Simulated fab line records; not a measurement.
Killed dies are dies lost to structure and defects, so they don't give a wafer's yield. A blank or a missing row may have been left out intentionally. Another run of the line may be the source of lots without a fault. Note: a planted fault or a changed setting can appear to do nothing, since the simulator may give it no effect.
fab line records | flow nandHarc
record lots=13 wafers=39 lastDay=33
route steps=1302 shown P_GATE@131
lots untouched by any fault: they come from a run of this same line in which no faults occurred
startH: start of the lot's first displayed wafer, in hours after the record's first day | waitH: hours elapsed since this lot's preceding step | " identical to the entry in the row above | L1.1+2: several wafers, shown together as one row | - either no value or no given start | * or withheld: withheld | < > ~ a bound
route shown NAME@n: a module of which the file shows steps, and the number in the route of the first | usual: the fault-free wafers' mean and standard deviation | same: alike in all rows | chamber/n: place in a boat | sites: readings site by site | _std_site: how widely they spread, as a standard deviation | _edge_site: the outer-site mean with the inner-site mean subtracted | radiusMm: for every site, how far away it sits from the centre of the wafer | mask NAME#n: copy n | behind: the most recent tool/chamber to have shaped the wafer | hold: why the lot was held/for how many hours/how that ended | device: whichever transistor did not switch (one of n, p or np) | end of line: the route-end tests of the same wafers | for a step that has no rows: nothing shown but its recipe | killed: at the first sort, the dies lost to defects and structure; wafer yield is something else | map: dies across one wafer; x = killed, . = not, _ = none there
set.NAME: the setting that was run; set.NAME@STEP: the one run at that earlier step | model.NAME: the simulator's own value behind a step, which no gauge read
the route's steps for a sample of lots (tables are steps, rows are wafers)
services: from which hour (startH, from the record's first day; less than 0 if before it) a tool's chamber was out of use, for how many hours, and why
## steps
# step NHARC_P_GATE_HM_DEP_102
# recipe targetThkA=1200 tempC=400 material=aC
# usual throttleValvePct=35.000/0.0094
# columns lot.wafer tool chamber startH waitH throttleValvePct
L162.1 aclDep-01 0 97.81 1.0 35.015
L162.2 " 0 " " 34.977
L162.5 " 0 " " 34.995
L163.1 aclDep-01 0 103.26 0.4 35.000
L163.2 " 0 " " 34.994
L163.5 " 0 " " 34.984
L164.1 aclDep-01 0 113.39 0.4 35.005
L164.3 " 0 " " 34.985
L164.6 " 0 " " 35.002
L165.1 aclDep-02 0 124.16 0.4 34.998
L165.2 " 0 " " 35.001
L165.5 " 0 " " 34.993
L167.3 aclDep-01 0 143.08 1.7 35.004
L167.4 " 0 " " 35.014
L167.6 " 0 " " 35.014
L174.2 aclDep-01 0 210.46 0.5 34.983
L174.4 " 0 " " 35.015
L174.6 " 0 " " 35.000
L175.1 aclDep-03 0 224.80 2.1 35.011
L175.2 " 0 " " 34.980
L175.6 " 0 " " 35.001
L176.3 aclDep-01 0 244.13 4.6 34.986
L176.5 " 0 " " 35.014
L176.6 " 0 " " 35.000
L178.1 aclDep-02 0 263.40 3.9 35.001
L178.2 " 0 " " 34.997
L178.3 " 0 " " 35.011
L179.2 aclDep-02 0 265.96 3.8 35.018
L179.3 " 0 " " 34.999
L179.6 " 0 " " 35.002
L180.1 aclDep-03 0 275.58 2.9 34.991
L180.3 " 0 " " 34.997
L180.5 " 0 " " 35.007
L183.1 aclDep-02 0 304.87 3.7 34.989
L183.4 " 0 " " 35.001
L183.5 " 0 " " 34.992
L184.4 aclDep-02 0 318.05 0.7 35.004
L184.5 " 0 " " 35.016
L184.6 " 0 " " 35.006
# step NHARC_P_GATE_STRIP_108
# recipe o2FlowSccm=500 arFlowSccm=0 biasW=0 chemistry=O2
# usual drypumpMotorCurrentA=5.7/0.41 mfcArSccm=0.006/0.012 oesProductAu=0.999/0.015 rfVppV=57.6/0.89 showerheadPlenumPTorr=3.51/0.1 throttleValvePct=17.036/0.0096
# columns lot.wafer tool chamber startH waitH drypumpMotorCurrentA mfcArSccm oesProductAu rfHoursCounterH rfVppV showerheadPlenumPTorr throttleValvePct
L162.2 rieDiel-10 1 100.09 - 5.7 0 0.979 0.6 57.0 3.34 17.034
L162.1 " 3 " " 6.4 0 1.017 0.7 57.6 3.61 17.035
L162.5 " 1 " " 5.7 0 0.979 - 55.8 3.34 17.043
L163.2 rieDiel-10 1 105.43 - 5.7 0 0.981 0.8 56.7 3.34 17.042
L163.1 " 2 " " 5.2 0 0.987 0.3 57.3 3.49 17.016
L163.5 " 0 " " 5.9 0.036 1.017 - 59.0 3.60 17.012
L164.1 rieDiel-04 3 115.57 - 5.9 0 0.999 5.7 58.5 3.62 17.030
L164.3 " 0 " " 5.7 0.032 1.007 7.4 58.8 3.51 17.033
L164.6 " 0 " " 5.7 0.032 1.013 - 55.8 3.50 17.046
L165.1 rieDiel-12 3 126.33 - 5.1 0.000 1.004 2.1 57.5 3.64 17.018
L165.2 " 0 " " 6.0 0.005 0.994 2.4 57.8 3.45 17.044
L165.5 " 0 " " 5.9 0.005 0.995 - 57.6 3.45 17.058
L167.4 rieDiel-04 3 145.01 - 5.9 0 1.011 7.0 56.3 3.62 17.031
L167.3 " 2 " " 4.7 0 0.987 8.4 58.1 3.34 17.040
L167.6 " 3 " " 5.9 0 1.000 - 56.7 3.62 17.040
L174.2 rieDiel-04 0 212.40 - 5.7 0.032 0.990 1.7 59.3 3.50 17.033
L174.4 " 1 " " 6.2 0 0.991 1.6 57.5 3.68 17.037
L174.6 " 0 " " 5.7 0.032 0.987 - 57.4 3.50 17.040
L175.1 rieDiel-04 3 226.81 - 5.9 0 1.003 2.9 58.5 3.62 17.038
L175.2 " 2 " " 4.7 0 1.007 3.1 56.7 3.34 17.025
L175.6 " 0 " " 5.6 0.032 1.007 - 58.5 3.50 17.041
L176.3 rieDiel-04 2 246.07 - 4.7 0 1.010 3.7 56.6 3.34 17.039
L176.6 " 2 " " 4.7 0 1.005 - 58.3 3.34 17.033
L176.5 " 3 " " 5.9 0 0.999 - 57.7 3.62 17.035
L178.1 rieDiel-10 2 265.42 - 5.3 0 0.998 0.4 57.8 3.49 17.041
L178.3 " 0 " " 5.9 0.036 1.030 0.7 58.4 3.59 17.025
L178.2 " 1 " " 5.7 0 1.018 0.4 57.9 3.34 17.032
L179.3 rieDiel-12 0 267.91 - 5.9 0.005 1.010 9.9 57.9 3.44 17.020
L179.2 " 1 " " 5.8 0 1.011 9.4 58.4 3.43 17.051
L179.6 " 3 " " 5.1 0.000 1.005 - 58.7 3.64 17.005
L180.1 rieDiel-12 1 277.73 - 5.8 0 1.018 0.0 58.7 3.43 17.038
L180.3 " 0 " " 6.0 0.005 0.997 0.0 57.3 3.44 17.026
L180.5 " 2 " " 5.6 0 0.995 - 57.4 3.49 17.026
L183.1 rieDiel-12 2 306.99 - 5.6 0 0.996 2.5 56.7 3.49 17.035
L183.4 " 3 " " 5.1 0.000 0.962 1.5 58.4 3.64 17.023
L183.5 " 1 " " 5.8 0 1.019 - 58.3 3.43 17.036
L184.4 rieDiel-12 0 320.15 - 6.0 0.005 0.993 2.1 57.3 3.44 17.043
L184.6 " 1 " " 5.8 0 1.021 - 59.4 3.43 17.040
L184.5 " 2 " " 5.6 0 1.000 - 56.6 3.49 17.040
# step NHARC_P_GATE_CD_MEAS_33
# usual cdNm=120/3.8
# columns lot.wafer tool chamber startH waitH cdNm
L162.1 cdSem-03 - 100.26 - 123
L162.2 " - " " 121
L162.5 " - " " 122
L163.1 cdSem-03 - 105.59 - 123
L163.2 " - " " 115
L163.5 " - " " 117
L164.1 cdSem-01 - 115.74 - 115
L164.3 " - " " 123
L164.6 " - " " 118
L165.1 cdSem-02 - 126.51 - 125
L165.2 " - " " 124
L165.5 " - " " 127
L167.3 cdSem-03 - 145.19 - 130
L167.4 " - " " 120
L167.6 " - " " 123
L174.2 cdSem-01 - 212.56 - 115
L174.4 " - " " 123
L174.6 " - " " 113
L175.1 cdSem-03 - 226.98 - 125
L175.2 " - " " 125
L175.6 " - " " 119
L176.3 cdSem-03 - 246.25 - 116
L176.5 " - " " 118
L176.6 " - " " 115
L178.1 cdSem-03 - 265.59 - 126
L178.2 " - " " 119
L178.3 " - " " 127
L179.2 cdSem-03 - 268.06 - 117
L179.3 " - " " 116
L179.6 " - " " 118
L180.1 cdSem-02 - 277.91 - 114
L180.3 " - " " 117
L180.5 " - " " 117
L183.1 cdSem-01 - 307.15 - 124
L183.4 " - " " 118
L183.5 " - " " 118
L184.4 cdSem-01 - 320.29 - 117
L184.5 " - " " 122
L184.6 " - " " 124
# step NHARC_P_GATE_EXPOSE_56
# recipe na=0.6 targetCdNm=720 doseMj=14.81 maskId=P_PSD
# same na=0.6
# columns lot.wafer tool chamber startH waitH mask
L162.1+2+5 krfScanner-02 0 114.91 - P_PSD#0
L163.1+2+5 krfScanner-04 0 118.12 - P_PSD#0
L164.1+3+6 krfScanner-03 0 128.31 - P_PSD#0
L165.1+2+5 krfScanner-02 0 141.24 - P_PSD_R1#0
L167.3+4+6 krfScanner-03 0 157.99 - P_PSD#0
L174.2+4+6 krfScanner-03 0 228.37 - P_PSD#0
L175.1+2+6 krfScanner-04 0 239.50 - P_PSD#0
L176.3+5+6 krfScanner-03 0 261.07 - P_PSD#0
L178.1+2+3 krfScanner-04 0 278.37 - P_PSD#0
L179.2+3+6 krfScanner-04 0 280.68 - P_PSD#0
L180.1+3+5 krfScanner-04 0 290.33 - P_PSD#0
L183.1+4+5 krfScanner-03 0 319.59 - P_PSD#0
L184.4+5+6 krfScanner-03 0 332.79 - P_PSD#0
# step NHARC_P_GATE_CD_MEAS_59
# recipe targetCdNm=720 landingEnergyEv=500
# usual cdNm=720.1/2.4
# columns lot.wafer tool chamber startH waitH cdNm
L162.1 cdSem-02 0 115.07 - 722.6
L162.2 " 0 " " 722.1
L162.5 " 0 " " 718.3
L163.1 cdSem-02 0 118.28 - 721.4
L163.2 " 0 " " 720.7
L163.5 " 0 " " 717.1
L164.1 cdSem-01 0 128.46 - 718.7
L164.3 " 0 " " 722.5
L164.6 " 0 " " 718.9
L165.1 cdSem-02 0 141.40 - 729.0
L165.2 " 0 " " 732.3
L165.5 " 0 " " 733.3
L167.3 cdSem-02 0 158.15 - 718.8
L167.4 " 0 " " 721.4
L167.6 " 0 " " 719.4
L174.2 cdSem-03 0 228.52 - 720.8
L174.4 " 0 " " 718.0
L174.6 " 0 " " 720.9
L175.1 cdSem-02 0 239.66 - 722.9
L175.2 " 0 " " 723.0
L175.6 " 0 " " 722.5
L176.3 cdSem-03 0 261.22 - 718.7
L176.5 " 0 " " 715.6
L176.6 " 0 " " 721.0
L178.1 cdSem-02 0 278.53 - 719.6
L178.2 " 0 " " 721.5
L178.3 " 0 " " 719.4
L179.2 cdSem-03 0 280.83 - 723.2
L179.3 " 0 " " 717.7
L179.6 " 0 " " 720.3
L180.1 cdSem-03 0 290.49 - 720.7
L180.3 " 0 " " 719.8
L180.5 " 0 " " 720.9
L183.1 cdSem-03 0 319.74 - 715.7
L183.4 " 0 " " 719.9
L183.5 " 0 " " 723.3
L184.4 cdSem-03 0 332.94 - 718.9
L184.5 " 0 " " 723.0
L184.6 " 0 " " 720.4
## services
# columns tool chamber startH hours kind
rieDiel-04 2 84.44 2.5 repair
rieDiel-12 - 91.40 9.0 pm
rieDiel-04 3 92.06 7.0 repair
krfScanner-03 - 99.35 0.7 repair
rieDiel-04 - 109.32 0.6 repair
rieDiel-04 3 119.95 3.8 repair
krfScanner-03 - 156.04 1.1 repair
rieDiel-12 2 173.10 4.2 repair
rieDiel-04 - 177.97 9.0 pm
krfScanner-04 - 182.00 4.0 pm
aclDep-01 - 185.00 13.0 pm
rieDiel-04 1 191.70 5.2 repair
rieDiel-12 2 219.45 3.8 repair
krfScanner-03 - 224.00 4.0 pm
krfScanner-04 - 225.63 0.8 repair
aclDep-02 - 244.74 13.0 pm
rieDiel-12 2 254.22 6.8 repair
aclDep-01 - 262.39 0.1 repair
krfScanner-04 - 266.26 2.8 repair
rieDiel-12 - 268.40 9.0 pm
krfScanner-03 - 297.07 5.8 repair
rieDiel-04 0 298.71 7.4 repair
krfScanner-03 - 306.60 0.2 repair
krfScanner-04 - 322.68 0.3 repair
## key
firstSign step=NHARC_P_GATE_EXPOSE_56 reading=mask direction=changed
effect step=NHARC_P_GATE_CD_MEAS_59 reading=cdNm direction=up sigmas=4.8 usual=720.1 struck=731.5
metAt NHARC_P_GATE_EXPOSE_56
struckLots L165
testerLeftOut L165
notActingAt NHARC_P_GATE_HM_DEP_102,NHARC_P_GATE_STRIP_108,NHARC_P_GATE_CD_MEAS_33
onsetBetween 114.91 141.24
fault kind=wrongMask tool=any chamber=- onsetH=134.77 steps=NHARC_P_GATE_EXPOSE_56 auxCopy=P_PSD_R1#0 cdOffsetNm=11.266 scope=struckLotsOnly
# testerLeftOut: of these lots the tester's yield and bins aren't shown, on N5 and GAA mostly nor the transistor test; their killed dies are dies lost to structure and defects alone, not to doping, threshold or leakage, so they don't give the yield
